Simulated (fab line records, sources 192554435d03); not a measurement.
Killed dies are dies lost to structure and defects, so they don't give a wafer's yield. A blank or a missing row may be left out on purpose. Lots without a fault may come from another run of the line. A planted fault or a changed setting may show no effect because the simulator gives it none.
fab line records | flow n5_finfet
record lots=4 wafers=12 last_day=16
route steps=1938 shown BEOL_M0@718 BEOL_M1@751 PASSIVATION@1936
lots that met no fault: from a run of the same line without faults
start_h: hours from the record's first day to the start of the lot's first wafer shown | wait_h: hours since the lot's step before | " the same as in the row above | L1.1+2: a row that stands for several wafers | - no value, or no start given | * or withheld: withheld | < > ~ a bound
route shown NAME@n: a module of which the file shows steps, and the number in the route of the first | usual: mean/standard deviation of fault-free wafers | same: alike in all rows | chamber/n: place in a boat | sites: the reading at each site | _std_site: their standard deviation | _edge_site: outer sites' mean less inner sites' | radius_mm: how far each site lies from the wafer's centre | mask NAME#n: copy n | behind: the tool/chamber that last shaped the wafer | hold: why the lot was held/for how many hours/how that ended | device: the transistor (n, p or np) that didn't switch | end of line: the same wafers' tests at the end of the route | a step without rows: its recipe alone | killed: dies lost to structure and defects at the first sort, not the wafer's yield | map: a wafer's dies, x killed, . not, _ none there
set.NAME: the setting as run; set.NAME@STEP: as run at that earlier step | model.NAME: the simulator's own value behind a step, which no gauge read
lots at some steps of the route; a table a step, a row a wafer
## steps
# step N5_BEOL_M0_STRIP_104
# recipe chemistry=N2/H2 power_w=450 temp_c=40 pressure_mtorr=20 rf_frequency_hz=6e+07 overash_fraction=0.3 bias_power_w=7 h2_frac=0.5 n2_flow_sccm=200 h2_flow_sccm=200
# step N5_BEOL_M0_WET_ETCH_106
# recipe chemistry=DHF dilution=10:1 temp_c=25 target=SiO2 target_depth_a=1300 dry=ipa_marangoni rinse_time_s=30 rinse_temp_c=23
# step N5_BEOL_M0_ETCH_128
# recipe chemistry=CF4/N2 target_depth_a=120 overetch_a=51 target=SiCN time_s=21.4 ion_energy_ev=150 pressure_mtorr=40 source_w=430 bias_w=70 Ar_flow_sccm=100 cf4_flow_sccm=60 n2_flow_sccm=60
# step N5_BEOL_M0_TRENCH_ETCH_107
# recipe chemistry=C4F6/O2 target_depth_a=328 target=SiOC time_s=16.4 ion_energy_ev=250 pressure_mtorr=30 source_w=355 bias_w=185 Ar_flow_sccm=300 C4F6_flow_sccm=10 O2_flow_sccm=10
# step N5_BEOL_M0_STRIP_142
# recipe chemistry=N2/H2 time_s=10 power_w=450 temp_c=40 pressure_mtorr=20 rf_frequency_hz=6e+07 bias_power_w=7 n2_flow_sccm=200 h2_flow_sccm=200
# step N5_BEOL_M0_HM_STRIP_129
# recipe chemistry=peroxide_tin_strip material=TiN target_depth_a=170 temp_c=50 time_s=108
# step N5_BEOL_M0_SRD_130
# recipe time_s=30 temp_c=23 rinse_liquid=diw dry=ipa_marangoni
# step N5_BEOL_M0_ETCH_109
# recipe chemistry=CH3F/O2 target_depth_a=80 overetch_a=24 target=SiCN time_s=27.4 ion_energy_ev=120 pressure_mtorr=30 source_w=395 bias_w=75 Ar_flow_sccm=150 CH3F_flow_sccm=30 O2_flow_sccm=20
# step N5_BEOL_M0_STRIP_139
# recipe chemistry=post_etch_residue_remover time_s=60 temp_c=25 remover_ph=withheld remover_water_wt_pct=withheld remover_fluoride_wt_pct=withheld
# step N5_BEOL_M0_SRD_111
# recipe time_s=30 temp_c=23 rinse_liquid=diw dry=ipa_marangoni
# step N5_BEOL_M0_DEGAS_112
# recipe ambient=vacuum temp_c=250 time_s=60
# step N5_BEOL_M0_PRE_CLEAN_113
# recipe gas=H2/He time_s=30 temp_c=250
# usual heater_power_w=325/28 susceptor_temp_C=250.02/0.17
# columns lot.wafer tool chamber start_h wait_h heater_power_w susceptor_temp_C
L913.4 pvd_sputter-03 - 145.75 0.0 358 249.79
L913.5 " - " " 316 249.81
L913.6 " - " " 348 250.01
L914.2 pvd_sputter-03 - 154.51 0.0 351 250.06
L914.4 " - " " 306 249.85
L914.5 " - " " 298 250.15
L921.2 pvd_sputter-03 - 196.14 0.0 361 250.18
L921.3 " - " " 304 250.05
L921.6 " - " " 348 249.87
L923.2 pvd_sputter-03 - 206.55 0.0 307 249.86
L923.3 " - " " 354 250.14
L923.4 " - " " 304 249.87
# step N5_BEOL_M0_ALD_136
# recipe material=TaN target_thk_a=* temp_c=275 ald_precursor_family=PDMAT ald_co_reactant=NH3 pressure_torr=3 carrier_flow_sccm=1500 pulse_time_s=2 purge_time_s=3 co_reactant_purge_time_s=2 co_reactant_pulse_time_s=3 ald_cycles=30 precursor_vessel_temp_c=75 precursor_vessel_pressure_torr=26.25 precursor_vessel_carrier_sccm=1000
# step N5_BEOL_M0_SURFACE_TREAT_137
# recipe gas=Ar time_s=* ion_energy_ev=* ion_current_ma_cm2=0.5 pressure_mtorr=* ar_flow_sccm=30
# step N5_BEOL_M0_CVD_115
# recipe material=Co target_thk_a=* temp_c=withheld precursor=CCTBA/H2 pressure_torr=30 time_s=120
# step N5_BEOL_M0_SPUTTER_116
# recipe material=Cu target_thk_a=40 temp_c=-20 chamber_pressure_pa=0.07 power_w=withheld time_s=7.37
# step N5_BEOL_M0_ANNEAL_117
# recipe temp_c=400 time_s=60 ambient=vacuum
# step N5_BEOL_M0_SPUTTER_132
# recipe material=Cu target_thk_a=40 temp_c=-20 chamber_pressure_pa=0.07 power_w=withheld time_s=7.37
# step N5_BEOL_M0_ANNEAL_133
# recipe temp_c=400 time_s=60 ambient=vacuum
# step N5_BEOL_M0_SPUTTER_134
# recipe material=Cu target_thk_a=40 temp_c=-20 chamber_pressure_pa=0.07 power_w=withheld time_s=7.37
# step N5_BEOL_M0_ANNEAL_135
# recipe temp_c=400 time_s=60 ambient=vacuum
# step N5_BEOL_M0_SPUTTER_141
# recipe material=Cu target_thk_a=40 temp_c=-20 chamber_pressure_pa=0.07 power_w=withheld time_s=7.37
# step N5_BEOL_M0_ECD_118
# recipe material=Cu target_thk_a=3000
# step N5_BEOL_M0_ANNEAL_119
# recipe temp_c=225 time_s=90 ambient=N2
# step N5_BEOL_M0_CMP_120
# recipe stop_on=SiOC t_overpolish_s=6.9 down_force_psi=1 platen_rpm=50 clearing_platen_down_force_psi=1.5 clearing_platen_rpm=50 post_cmp_clean=cu_alkaline clearing_platen_pad_velocity_m_s=0.99484 pad_velocity_m_s=0.99484
# step N5_BEOL_M0_PRE_CLEAN_131
# recipe gas=NH3/H2 time_s=15 temp_c=* rf_power_w=300
# step N5_BEOL_M0_CO_CAP_123
# recipe material=Co target_thk_a=20 temp_c=200 precursor=CCTBA/H2 pressure_torr=30 time_s=102.1
# step N5_BEOL_M0_PRE_CLEAN_124
# recipe gas=NH3 time_s=15 temp_c=withheld rf_power_w=300
# step N5_BEOL_M0_DEP_125
# recipe material=SiCN target_thk_a=80 temp_c=withheld precursor=3MS/NH3 pressure_torr=3 rf_w=202 time_s=14
# step N5_BEOL_M1_ILD_DEP_00
# recipe material=SiOC target_thk_a=790 temp_c=350 precursor=DEMS/O2 pressure_torr=5 rf_w=500 time_s=15.3
# step N5_BEOL_M1_PECVD_72
# recipe material=SiO2 target_thk_a=160 temp_c=400 precursor=TEOS/O2 pressure_torr=5.5 rf_w=450 teos_flow_sccm=53.8 gas=O2 flow_sccm=3000 time_s=18
# step N5_BEOL_M1_HM_DEP_02
# recipe material=TiN target_thk_a=200 temp_c=25 chamber_pressure_pa=0.49996
# step N5_BEOL_M1_COAT_61
# recipe resist=SOC temp_c=250 time_s=60 spin_rpm=1500 resist_thk_nm=60
# step N5_BEOL_M1_COAT_62
# recipe resist=SiARC temp_c=220 time_s=60 spin_rpm=1500 resist_thk_nm=12
# step N5_BEOL_M1_COAT_73
# recipe resist=underlayer temp_c=205 time_s=60 spin_rpm=1500 resist_thk_nm=5
# step N5_BEOL_M1_COAT_05
# recipe resist=CAR-EUV spin_rpm=1500 resist_thk_nm=30
# step N5_BEOL_M1_EBR_07
# recipe solvent=PGMEA ebr_width_mm=1.5
# step N5_PASSIVATION_PROBE_49
# usual defect_limited_yield=91.1/1.5 killed_at_M0_to_M3=37/11 killed_at_M4_up=13/5.6 killed_at_contacts=12/5.6 killed_at_front_end=39/11 killed_at_other=4/3.1 killed_dies=105/18 killed_open=69/13 killed_short=35/7.4 sort_bin_5_function=5.1/0.92 sort_bin_6_memory=3.4/0.76 sort_bin_8_speed=0.02/0.11 sort_n_pass=1075/18 sort_yield_pct=91.1/1.5
# same gross_dies=1180 killed_at_back_side=0 sort_bin_4_leakage[%]=0
# columns lot.wafer tool chamber start_h wait_h defect_limited_yield[%] killed_at_M0_to_M3 killed_at_M4_up killed_at_contacts killed_at_front_end killed_at_other killed_dies killed_open killed_short sort_bin_5_function[%] sort_bin_6_memory[%] sort_bin_8_speed[%] sort_n_pass sort_yield_pct[%]
L921.2 prober-01 - 354.98 0.1 86.7 111 6 4 32 4 157 52 21 8.6 2.6 0.08 1022 86.6
L921.3 prober-01 - 355.03 0.1 84.3 128 16 13 27 1 185 58 18 9.0 4.2 0 995 84.3
L921.6 prober-01 - 355.18 0.3 88.5 95 9 6 24 2 136 47 11 6.9 2.3 0 1044 88.5
L923.2 prober-01 - 377.96 0.1 82.8 130 17 15 40 1 203 72 33 11.0 4.4 0 977 82.8
L923.3 prober-01 - 378.01 0.1 78.9 174 19 19 36 1 249 75 42 13.7 4.9 0 931 78.9
L923.4 prober-01 - 378.06 0.2 81.7 150 13 11 41 1 216 58 31 10.5 4.7 0 964 81.7
# killed by level:class
L921.2 BEOL_M0:unspecified=84 FIN_SAQP:geometric_particle:open=8 BEOL_M1:geometric_particle:open=7 BEOL_M0_SAQP:geometric_particle:open=5 BEOL_M3:geometric_particle:open=5 GATE_CUT:geometric_particle:open=4 BEOL_M0_SAQP:geometric_particle:short=4 STI_FIN_REVEAL:geometric_particle:open=3
L921.3 BEOL_M0:unspecified=109 MOL_CONTACT_COAG:geometric_particle:open=13 DUMMY_GATE:geometric_particle:open=9 BEOL_M4:geometric_particle:open=6 FIN_SAQP:geometric_particle:short=5 STI_FIN_REVEAL:geometric_particle:open=4 BEOL_M1:geometric_particle:open=4 BEOL_M3:geometric_particle:open=4
L921.6 BEOL_M0:unspecified=78 FIN_SAQP:geometric_particle:open=11 BEOL_M1:geometric_particle:open=7 BEOL_M4:geometric_particle:open=6 MOL_CONTACT_COAG:geometric_particle:open=5 FIN_SAQP:geometric_particle:short=3 BEOL_M3:geometric_particle:open=3 STARTING-WAFER:geometric_particle:open=3
L923.2 BEOL_M0:unspecified=98 FIN_SAQP:geometric_particle:short=11 MOL_CONTACT_COAG:geometric_particle:open=10 BEOL_M0_SAQP:geometric_particle:open=10 BEOL_M3:geometric_particle:open=9 FIN_SAQP:geometric_particle:open=8 DUMMY_GATE:geometric_particle:open=6 BEOL_M1:geometric_particle:open=6
L923.3 BEOL_M0:unspecified=132 MOL_CONTACT_COAG:geometric_particle:open=16 BEOL_M0_SAQP:geometric_particle:open=13 FIN_SAQP:geometric_particle:short=11 BEOL_M0_SAQP:geometric_particle:short=10 BEOL_M4:geometric_particle:open=9 BEOL_M2:geometric_particle:open=7 FIN_SAQP:geometric_particle:open=6
L923.4 BEOL_M0:unspecified=127 FIN_SAQP:geometric_particle:short=13 STI_FIN_REVEAL:geometric_particle:open=13 MOL_CONTACT_COAG:geometric_particle:open=8 BEOL_M1:geometric_particle:open=8 BEOL_M0_SAQP:geometric_particle:open=5 GATE_CUT:geometric_particle:short=4 BEOL_M0_SAQP:geometric_particle:short=4
# map L921.3 (x killed, . not)
_________________x.....x.....________________
______________x.....x..........x_____________
___________....x........x..........__________
__________.........................._________
________........x......x.............._______
_______.......x.....x..................______
______......x......x.xx................._____
_____.x....xx.....x...........x..........____
____.........................x............___
___..........x....x.......x..........x.x...__
___............x.............x.............__
__.......x...x...................x....x....x_
__x........................................._
_................x...........................
_.....x............x..................x......
_.x...x..........x....................x..x.x.
_................................xx.x.xxx..x.
_.........x.......................x...xxxxx.x
_x.........xx.....x......x.........xxxxxxxxx.
_..............................x...xxxxxxxx.x
_.............................x...xxxxxxxxxxx
__x...........x................x.xxxxxxxxxxx_
__...................x..........x.xxxxxxxxxx_
___............x.................xxxxxxxxxx__
___........x.....x........x...x..xxxxxxxxxx__
____x.......x.....................xxxxxxxx___
_____.....x.........................xxxxx____
______......x.....x....x.....x......xxxx_____
_______.x.................x.........xxx______
________..........x..x..x............._______
__________.........................x_________
___________...x.....x..x...........__________
______________.............x...._____________
_________________x.....x.....________________
# map L923.3 (x killed, . not)
_________________x.x......x..________________
______________.................._____________
___________...xx......x............__________
__________..x.x..........x..x.xx.x.._________
________.x....x...........xx.......x.._______
_______.......x...x..x...xxx.xxx.......______
______................xxxxxxxxxxxx...x.x_____
_____....x............xxxxxxxx.xxx.....x.____
____.x..............xxxxxxxxxxxxxx.x......___
___..x.x..xx........xxxxxxxxxxxxxxx........__
___....x............xxxxxxxxxxxxxxxx..x....__
__x.......x...x...xx.xxxxxxxxxxxxxxx........_
__..................x.xxxxxxxxxxx.x........._
_x..............xx...xxxxxxxxxxxxxx.........x
_.x...xx....x..x...x...x..xxxxxx.x.x....x....
_.....x...............xxxxxxxx....x....x.....
_......................x.....x..........xx...
_..............x...........xx...x............
_.....................x..........x..x........
_.....x...xx........x....x....x..............
_...............x............x.............x.
__......x..x.............x..x.....x........._
__...x........x.x........x...x...x........x._
___......................................x.__
___.........................x.....x......x.__
____.....x............x...x...............___
_____.x....x........xxx..................____
______..........x...x..x........x......._____
_______......x.........................______
________....x.....x......x.........x.._______
__________...x......x.........x...xx_________
___________..............x.x.......__________
______________.......x....x....._____________
_________________...x......x.________________
## key
first_sign step=N5_PASSIVATION_PROBE_49 reading=killed_at_M0_to_M3 direction=up sigmas=8.6 usual=37 struck=131
effect step=N5_PASSIVATION_PROBE_49 reading=defect_limited_yield direction=down sigmas=4.8 usual=91.1 struck=83.8
more_kills_born_at N5_BEOL_M0_PRE_CLEAN_113@pvd_sputter-03=628
met_at N5_BEOL_M0_PRE_CLEAN_113
struck_wafers L921.2,L921.3,L921.6,L923.2,L923.3,L923.4
onset_between 154.51 196.14
also_fits time
fault kind=chamber_particle_source tool=pvd_sputter-03 chamber=- onset_h=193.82 steps=N5_BEOL_M0_PRE_CLEAN_113 rate_per_visit_cm2=1.2573 end_h=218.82
